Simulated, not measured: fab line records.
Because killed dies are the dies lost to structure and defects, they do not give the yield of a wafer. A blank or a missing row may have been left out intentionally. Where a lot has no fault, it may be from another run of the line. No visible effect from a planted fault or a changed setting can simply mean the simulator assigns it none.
Matching of chambers -- flow n5-finfet -- N5_BEOL_M12_CMP_49 on cmp-03: 3 sister chambers
The step polishes, stops on SiOC, t overpolish 20.6 s, target thk 320 nm. 6 wafers are shown with their chamber, then 5 later ones without.

WAFERS, EACH WITH ITS CHAMBER
wafer,chamber,motor-current-A (A),head-pressure-psi (psi)
L080.5,2,7.3,1.0007
L081.6,3,5.9,1.0045
L088.1,0,4.9,1.0014
L088.2,3,6.0,0.9972
L088.4,2,7.1,0.9991
L087.1,0,4.7,1.0014

WAFERS MISSING THEIR CHAMBER
wafer,motor-current-A (A),head-pressure-psi (psi)
L087.4,5.8,1.0027
L092.1,6.1,0.9979
L092.2,7.2,1.0022
L095.4,5.7,1.0012
L095.5,7.0,1.0012

THE CHAMBER EACH PASSED THROUGH
wafer,from the rows above,in truth
L087.4,3,3
L092.1,3,3
L092.2,2,2
L095.4,3,3
L095.5,2,2
Placed correctly: 5 of 5. Can't be placed from these rows: 0. 0 placed wrongly.
How it was worked out, from the rows above alone: a wafer's distance from a chamber is the root of the sum, over the readings, of the square of ((its reading less the chamber's mean) divided by the reading's scatter). If the next closest chamber is less than 2 further off than the closest, the wafer can't be placed; otherwise it belongs to the closest. Each chamber's mean is taken over the wafers shown for it. The scatter: the root of (the sum of the squares of (reading less its chamber's mean) over the shown wafers, divided by (wafers less chambers)).
